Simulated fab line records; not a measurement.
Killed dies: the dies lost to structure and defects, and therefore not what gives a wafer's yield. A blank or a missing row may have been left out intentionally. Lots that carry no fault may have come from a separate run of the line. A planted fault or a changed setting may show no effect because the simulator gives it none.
fab line records | flow nand_harc
[record] lots = 6 wafers = 14 last_day = 32
route steps=1302 shown A_CHANNEL_HOLE_D1@484 A_CHANNEL_FILL_D1@490 A_DECK1_JOINT@518 END@1302
lots that met no fault: from a run of the same line without faults
start_h: hours from the record's first day to the start of the lot's first wafer shown | wait_h: hours elapsed since this lot's preceding step | " unchanged from the row above | L1.1+2: a single row standing in for several wafers | - no value, or no start was given | * or withheld: withheld | < > ~ a bound
route shown NAME@n: names a module that has steps shown in the file, with the first one's number in the route | usual: mean/standard deviation taken from wafers without a fault | same: alike in all rows | chamber/n: place in a boat | sites: readings site by site | _std_site: their standard deviation | _edge_site: mean of outer sites minus mean of inner sites | radius_mm: for every site, how far away it sits from the centre of the wafer | mask NAME#n: copy n | behind: the last tool/chamber to shape the wafer | hold: reason for holding the lot/hours on hold/outcome of the hold | device: which transistor (n, p or np) failed to switch | end of line: the route-end tests of the same wafers | a step with no rows: only its recipe | killed: not the wafer's yield, but the dies lost to structure and defects at the first sort | map: a wafer's dies, marking killed ones x, the rest . and places with no die _
set.NAME: the setting that was run; set.NAME@STEP: the one run at that earlier step | model.NAME: the simulator's own value behind a step, which no gauge read
a table for each step, a row for each wafer; lots at some steps of the route
services: a tool's chamber out of use, with start hour (start_h, from the record's first day; less than 0 if before it), hours out, and reason
[[steps]]
[step NHARC_A_CHANNEL_HOLE_D1_STRIP_27]
[recipe] o2_flow_sccm = 500 ar_flow_sccm = 0 bias_w = 0 chemistry = O2
[step NHARC_A_CHANNEL_HOLE_D1_PRECLEAN_28]
[recipe] time_s = * temp_c = 50 bath_age_min = 0 chemistry = SC1
[step NHARC_A_CHANNEL_HOLE_D1_SRD_29]
[step NHARC_A_CHANNEL_HOLE_D1_CD_MEAS_30]
[usual] cd_nm = 90.1/1
// columns lot.wafer tool chamber start_h wait_h cd_nm
L238.2 cd_sem-03 - 202.03 - 90.8
L238.3 " - " " 89.6
L238.4 " - " " 90.2
L241.3 cd_sem-02 - 232.15 - 89.0
L241.4 " - " " 88.4
L241.5 " - " " 89.9
L242.1 cd_sem-02 - 247.27 - 89.9
L244.4 cd_sem-02 - 255.57 - 91.9
L255.1 cd_sem-03 - 358.75 - 90.0
L255.5 " - " " 87.7
L255.6 " - " " 88.4
L258.2 cd_sem-01 - 395.98 - 89.8
L258.3 " - " " 89.1
L258.5 " - " " 89.8
[step NHARC_A_CHANNEL_HOLE_D1_XSEM_31]
[recipe] landing_energy_ev = 35000
[usual] bot_cd_nm = 74.7/1.1 bow_nm = 8.64/0.27 tilt_deg = 0.07/0.04
// columns lot.wafer tool chamber start_h wait_h bot_cd_nm bow_nm tilt_deg
L238.2 xsem-02 0 202.12 0.1 74.9 8.51 0.09
L238.3 " 0 " " 72.6 8.48 0.09
L238.4 " 0 " " 74.8 8.49 0.09
L241.3 xsem-02 0 232.25 0.1 74.0 8.84 -0.02
L241.4 " 0 " " 73.9 8.87 -0.02
L241.5 " 0 " " 74.9 8.78 -0.02
L242.1 xsem-02 0 247.36 0.1 74.1 8.40 0.05
L244.4 xsem-02 0 255.66 0.1 77.8 8.72 0.09
L255.1 xsem-01 0 358.84 0.1 75.4 9.04 0.06
L255.5 " 0 " " 72.7 9.11 0.06
L255.6 " 0 " " 73.9 9.18 0.06
L258.2 xsem-02 0 396.07 0.1 74.8 8.66 0.12
L258.3 " 0 " " 74.2 8.60 0.12
L258.5 " 0 " " 74.4 8.65 0.12
[step NHARC_A_CHANNEL_HOLE_D1_INSPECT_40]
[usual] raw_defect_count = 75/23
// columns lot.wafer tool chamber start_h wait_h raw_defect_count
L238.2 defect_inspect-02 - 202.22 - 76
L238.3 " - " " 65
L238.4 " - " " 88
L241.3 defect_inspect-01 - 232.34 - 81
L241.4 " - " " 41
L241.5 " - " " 76
L242.1 defect_inspect-01 - 247.46 - 83
L244.4 defect_inspect-01 - 255.75 - 95
L255.1 defect_inspect-02 - 358.94 - 100
L255.5 " - " " 77
L255.6 " - " " 79
L258.2 defect_inspect-01 - 396.16 - 57
L258.3 " - " " 69
L258.5 " - " " 58
[step NHARC_A_CHANNEL_FILL_D1_PRECLEAN_00]
[recipe] time_s = * temp_c = 50 bath_age_min = 0 chemistry = SC1
[step NHARC_A_CHANNEL_FILL_D1_SRD_01]
[step NHARC_A_CHANNEL_FILL_D1_ALD_02]
[recipe] target_thk_a = 60 pulse_time_s = 10 ald_cycles = 60 temp_c = 300 material = SiO2
[step NHARC_A_CHANNEL_FILL_D1_ALD_03]
[recipe] target_thk_a = 60 pulse_time_s = 60 ald_cycles = 58 temp_c = 630 pressure_torr = 2 material = SiNx
[step NHARC_A_CHANNEL_FILL_D1_ALD_14]
[recipe] target_thk_a = 25 pulse_time_s = 10 ald_cycles = 25 temp_c = 300 material = SiO2
[step NHARC_A_CHANNEL_FILL_D1_ALD_15]
[recipe] target_thk_a = 20 pulse_time_s = 60 ald_cycles = 19 temp_c = 630 pressure_torr = 2 material = SiNx
[usual] precursor_pulse_height_rel = 0.999/0.021
[same] ald_cycles = 19
// columns lot.wafer tool chamber start_h wait_h precursor_pulse_height_rel
L238.2 ald_sin_batch-02 0 - - 1.001
L238.3 " 0 " " 1.018
L238.4 " 0 " " 1.045
L241.3 ald_sin_batch-01 0 - - 1.029
L241.4 " 0 " " 0.996
L241.5 " 0 " " 1.002
L242.1 ald_sin_batch-01 0 - - 1.035
L244.4 ald_sin_batch-03 0 - - 1.017
L255.1 ald_sin_batch-01 0 - - 0.982
L255.5 " 0 " " 1.019
L255.6 " 0 " " 1.014
L258.2 ald_sin_batch-03 0 - - 1.017
L258.3 " 0 " " 0.960
L258.5 " 0 " " 0.947
[step NHARC_A_CHANNEL_FILL_D1_ALD_16]
[recipe] target_thk_a = 15 pulse_time_s = 10 ald_cycles = 15 temp_c = 300 material = SiO2
[usual] heater_power_outer_w = 264/34 heater_power_w = 468/54 precursor_pulse_height_rel = 0.999/0.02
[same] ald_cycles = 15
// columns lot.wafer tool chamber start_h wait_h heater_power_outer_w heater_power_w precursor_pulse_height_rel
L238.2 ald_hk-01 2 213.30 0.2 276 503 0.974
L238.3 " 0 " " 227 411 0.988
L238.4 " 1 " " 315 536 1.038
L241.4 ald_hk-03 3 244.80 0.1 296 537 0.992
L241.3 " 1 " " 254 417 0.977
L241.5 " 3 " " 288 552 0.983
L242.1 ald_hk-03 2 259.86 0.1 263 494 1.008
L244.4 ald_hk-03 2 268.25 0.1 263 515 1.015
L255.1 ald_hk-04 3 371.48 0.0 271 476 1.000
L255.6 " 3 " " 267 467 1.036
L255.5 " 0 " " 250 442 1.010
L258.2 ald_hk-01 0 409.05 0.5 223 413 0.983
L258.3 " 1 " " 299 521 1.015
L258.5 " 1 " " 307 523 0.989
[step NHARC_A_CHANNEL_FILL_D1_ANNEAL_17]
[recipe] temp_c = 850 time_s = 1800
[step NHARC_A_CHANNEL_FILL_D1_CVD_18]
[recipe] target_thk_a = 30 temp_c = 550 material = poly-Si
[step NHARC_A_CHANNEL_FILL_D1_ETCHBACK_19]
[recipe] target_depth_a = 50 time_s = 1.7 hbr_flow_sccm = 150 cl2_flow_sccm = 50 rf_w = 400 icp_w = 400 bias_w = 100 chemistry = HBr/Cl2
[step NHARC_A_CHANNEL_FILL_D1_ETCHBACK_20]
[recipe] target_depth_a = 270 time_s = 13.5 c4f8_flow_sccm = withheld o2_flow_sccm = 8 ar_flow_sccm = withheld rf_w = 600 bias_w = 1500 chemistry = C4F8/O2/Ar
[step NHARC_A_CHANNEL_FILL_D1_STRIP_28]
[recipe] time_s = 20 o2_flow_sccm = 500 ar_flow_sccm = 0 bias_w = 0 chemistry = O2
[step NHARC_A_CHANNEL_FILL_D1_PRECLEAN_21]
[recipe] time_s = 30 chemistry = dHF
[step NHARC_A_CHANNEL_FILL_D1_SRD_23]
[step NHARC_A_CHANNEL_FILL_D1_CVD_05]
[recipe] target_thk_a = 50 temp_c = 550 material = poly-Si
[step NHARC_A_CHANNEL_FILL_D1_ANNEAL_22]
[recipe] temp_c = 620 time_s = 7200
[step NHARC_A_CHANNEL_FILL_D1_ALD_25]
[recipe] target_thk_a = 600 pulse_time_s = 10 ald_cycles = 600 temp_c = 300 material = SiOx
[usual] heater_power_outer_w = 265/33 heater_power_w = 471/52 precursor_pulse_height_rel = 1.001/0.021
[same] ald_cycles = 600
// columns lot.wafer tool chamber start_h wait_h heater_power_outer_w heater_power_w precursor_pulse_height_rel
L238.2 ald_hk-04 1 242.60 0.7 250 464 0.967
L238.3 " 2 " " 240 451 0.987
L238.4 " 3 " " 289 504 1.021
L241.3 ald_hk-01 3 271.11 0.1 314 538 1.034
L241.4 " 2 272.97 1.9 278 508 1.014
L241.5 " 0 274.21 3.1 224 396 1.003
L242.1 ald_hk-03 0 284.90 1.3 198 377 0.991
L244.4 ald_hk-03 0 295.49 0.0 195 377 0.991
L255.1 ald_hk-04 0 396.33 3.8 251 441 0.980
L255.5 " 3 398.19 5.6 274 459 1.000
L255.6 " 0 " " 248 440 1.008
L258.3 ald_hk-04 1 435.45 0.7 251 453 1.010
L258.2 " 3 436.65 1.9 269 479 0.990
L258.5 " 0 " " 257 454 0.990
[step NHARC_A_CHANNEL_FILL_D1_ETCHBACK_08]
[recipe] target_depth_a = 2200 time_s = 110 c4f8_flow_sccm = 20 ar_flow_sccm = withheld rf_w = 600 bias_w = 300 chemistry = C4F8
[step NHARC_A_CHANNEL_FILL_D1_STRIP_29]
[recipe] time_s = 20 o2_flow_sccm = 500 ar_flow_sccm = 0 bias_w = 0 chemistry = O2
[usual] drypump_motor_current_A = 5.9/0.38 o2_flow_sccm = 500.1/1.5 oes_product_au = 1.001/0.0084 rf_vpp_V = 57.9/0.92 showerhead_plenum_p_Torr = 3.55/0.14 throttle_valve_pct = 17.036/0.0088
[same] time_s = 20
// columns lot.wafer tool chamber start_h wait_h drypump_motor_current_A o2_flow_sccm oes_product_au rf_hours_counter_h rf_vpp_V showerhead_plenum_p_Torr throttle_valve_pct
L238.3 rie_diel-13 3 - - 6.1 499.6 1.017 3.6 59.1 3.74 17.041
L238.4 " 1 " " 6.3 499.8 1.003 2.7 57.7 3.45 17.038
L238.2 " 2 " " 5.8 500.7 1.002 2.9 57.9 3.59 17.030
L241.3 rie_diel-08 3 - - 6.3 500.7 1.005 2.7 59.4 3.75 17.029
L241.4 " 0 " " 5.6 501.3 1.010 2.5 56.6 3.38 17.017
L241.5 " 3 " " 6.3 500.4 1.010 - 59.8 3.75 17.026
L242.1 rie_diel-10 3 - - 6.3 502.0 1.002 2.8 56.3 3.62 17.039
L244.4 rie_diel-08 1 - - 5.4 500.3 0.993 3.8 57.0 3.45 17.030
L255.1 rie_diel-13 0 - - 6.2 498.9 1.005 2.6 57.3 3.65 17.041
L255.5 " 1 " " 6.3 501.6 0.999 - 57.1 3.45 17.028
L255.6 " 2 " " 5.8 501.0 1.012 - 57.8 3.58 17.032
L258.2 rie_diel-13 0 - - 6.2 499.4 1.002 4.2 59.6 3.65 17.022
L258.3 " 2 " " 5.8 502.8 0.999 5.2 58.0 3.58 17.039
L258.5 " 1 " " 6.3 500.3 1.009 - 58.4 3.45 17.041
[step NHARC_A_CHANNEL_FILL_D1_PRECLEAN_30]
[recipe] time_s = 30 chemistry = dHF
[step NHARC_A_CHANNEL_FILL_D1_SRD_31]
[step NHARC_A_CHANNEL_FILL_D1_CVD_09]
[recipe] target_thk_a = 1500 temp_c = 620 pressure_mtorr = 200 time_s = 3000 material = poly-Si
[step NHARC_A_CHANNEL_FILL_D1_CMP_10]
[recipe] target_thk_nm = 150
[step NHARC_A_CHANNEL_FILL_D1_SRD_12]
[step NHARC_A_DECK1_JOINT_ETCHBACK_07]
[recipe] target_depth_a = 1050 time_s = 26.9 hbr_flow_sccm = 150 rf_w = 350 icp_w = 350 bias_w = 60 chemistry = HBr
[usual] drypump_motor_current_A = 6.0/0.45 oes_product_au = 0.999/0.0067 throttle_valve_pct = 23.266/0.0081
[same] time_s = 26.9
// columns lot.wafer tool chamber start_h wait_h hold drypump_motor_current_A oes_product_au rf_hours_counter_h throttle_valve_pct
L238.2 rie_si-05 2 253.92 0.1 - 5.3 1.004 0.81 23.271
L238.4 " 3 " " - 5.4 1.002 0.87 23.266
L238.3 " 0 " " - 6.5 0.995 0.87 23.266
L241.3 rie_si-06 0 283.09 0.1 - 6.0 1.002 0.14 23.265
L241.4 " 3 " " - 6.0 1.008 0.11 23.272
L241.5 " 1 " " - 5.3 0.996 - 23.256
L242.1 rie_si-04 2 298.84 3.1 await_dispo/3.0h/release 6.1 0.987 0.82 23.259
L244.4 rie_si-06 2 309.01 1.5 await_dispo/1.4h/release 5.5 1.007 0.24 23.267
L255.1 rie_si-06 3 409.92 0.1 - 6.0 0.994 1.05 23.271
L255.6 " 1 " " - 5.4 1.001 - 23.272
L255.5 " 2 " " - 5.5 0.991 - 23.260
L258.2 rie_si-05 1 446.56 0.1 - 6.0 1.004 0.93 23.266
L258.3 " 2 " " - 5.3 1.003 1.02 23.271
L258.5 " 3 " " - 5.4 1.004 - 23.259
[step NHARC_END_SORT_01]
[recipe] temp_c = 25
[usual] killed_at_array = 56/19 killed_at_other = 1.0/1.5 killed_at_periphery = 3.4/2.4 killed_dies = 60/19 killed_open = 3.3/1.8 killed_short = 2.4/1.7
[same] gross_dies = 677
// columns lot.wafer tool chamber start_h wait_h killed_at_array killed_at_other killed_at_periphery killed_dies killed_open killed_short
L242.1 prober-01 0 661.57 2.5 175 1 3 179 3 2
L244.4 prober-02 0 685.00 3.4 179 0 7 186 4 1
// killed by level:class
L242.1 A_CHANNEL_FILL_D1:unspecified=104 A_CHANNEL_HOLE_D1:chamber_film_flake=30 A_CHANNEL_HOLE_D2:chamber_film_flake=28 A_CONTACT:chamber_film_flake=4 P_GATE:chamber_film_flake=3 A_M0:geometric_particle:open=2 A_CHANNEL_FILL_D1:geometric_particle:short=1 A_CHANNEL_FILL_D2:geometric_particle:open=1
L244.4 A_CHANNEL_FILL_D1:unspecified=99 A_CHANNEL_HOLE_D2:chamber_film_flake=26 A_CHANNEL_HOLE_D1:chamber_film_flake=23 A_SLIT:chamber_film_flake=23 P_GATE:chamber_film_flake=4 A_DECK1_JOINT:chamber_film_flake=3 P_CONTACT:geometric_particle:open=1 P_M0:geometric_particle:open=1
// map L242.1 (x killed, . not)
____________.____________
_________...x..x_________
_______..........._______
______x............______
_____............x.._____
____.....x......x....____
____.................____
___...................___
___....xx.............___
__..x.xxxx.............__
__..x..xxxx............__
_.x.xxxxxxxxx....x...x.._
_...xxxxxxxx............_
_...xxxxxxxxxx.........._
_...xxxxxxxx............_
_...xxxxxxxx............_
...xxxxxxxxxx............
.....xxxxxxxxx...........
...xx.xxxxxx.............
....xxxxxxxxx............
.....xxxxxxxx......xx...x
_....xxxxx........x...x._
_.....xx............xxx._
_.......x..........xxxx._
_........x..x.....xxxx.x_
_........x.x.x....xxxxxx_
__......x.xx......x.xx.__
__....xx.xxxxxx....xx.x__
___....x.xxx..x.......___
___......x..x.........___
____....xxxx.........____
____......x..........____
_____...x...x......._____
______....x....x...______
_______..........._______
_________.....xx_________
____________.____________
// map L244.4 (x killed, . not)
____________.____________
_________......._________
_______.........xx_______
______...x.......xx______
_____............xxx_____
____........x....xxx.____
____.............xxxx____
___.............xxxxxx___
___...x.xx........x.x.___
__...x.xxxx.....x......__
__...xxxxxx............__
_.....xxxxxxx....x......_
_...xxxxxxxx............_
_....xxxxxxx............_
_..xxxxxxxxxx..........._
_..xxxxxxxxxx..........._
...xxxxxxxxxx............
....xxxxxxxx.............
....xxxxxxxx.........x...
....xxxxxxxxx............
.....xxxxxx.....x........
_.....x..x.............._
_.....xx...x............_
_......xx.x............._
_........xxxx..........._
_.......xxxx..x......x.._
__.....xxxxxx..........__
__....x.xxxxx.......x..__
___...xxxxxxx.....x...___
___....xxxxx.....x....___
____...xxxxxx........____
____...xx.xx....x....____
_____.....x.x......._____
______..x.........x______
_______..........._______
_________...x..._________
____________.____________
[[services]]
// columns tool chamber start_h hours kind
rie_si-06 3 179.80 1.1 repair
rie_si-05 1 216.96 4.9 repair
rie_si-06 0 217.78 2.9 repair
ald_hk-03 - 225.05 10.0 pm
rie_si-06 - 249.00 9.0 pm
rie_diel-13 3 255.16 5.2 repair
rie_si-05 - 268.28 1.5 repair
rie_si-06 - 279.97 0.2 repair
ald_hk-01 - 299.18 10.0 pm
rie_diel-13 - 304.13 1.0 repair
rie_si-05 - 305.00 9.0 pm
rie_si-06 0 315.54 1.8 repair
rie_si-06 1 322.73 18.6 repair
rie_si-06 2 332.77 2.1 repair
ald_hk-01 - 333.77 25.4 repair
rie_diel-13 3 341.83 5.2 repair
rie_diel-13 - 342.00 9.0 pm
rie_si-05 - 368.41 0.1 repair
rie_diel-13 3 376.89 7.4 repair
rie_si-06 0 399.94 10.1 repair
ald_hk-03 - 403.05 10.0 pm
rie_diel-13 2 406.27 13.1 repair
rie_si-06 - 426.00 9.0 pm
rie_si-05 0 445.38 6.1 repair
[[key]]
[first_sign] step = NHARC_END_SORT_01 reading = killed_dies direction = up sigmas = 6.5 usual = 60 struck = 182
[effect] step = NHARC_END_SORT_01 reading = killed_at_array direction = up sigmas = 6.4 usual = 56 struck = 177
[more_kills_born_at] NHARC_A_CHANNEL_FILL_D1_ALD_16@ald_hk-03 = 203
met_at NHARC_A_CHANNEL_FILL_D1_ALD_16
struck_wafers L242.1,L244.4
tester_left_out L242,L244
also_fits NHARC_A_CHANNEL_FILL_D1_ALD_25:ald_hk-03
[fault] kind = chamber_particle_source tool = ald_hk-03 chamber = 2 onset_h = 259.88 steps = NHARC_A_CHANNEL_FILL_D1_ALD_16 rate_per_visit_cm2 = 1.5005 end_h = 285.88
// tester_left_out: of these lots the tester's yield and bins aren't shown, on N5 and GAA mostly nor the transistor test; their killed dies are dies lost to structure and defects alone, not to doping, threshold or leakage, so they don't give the yield
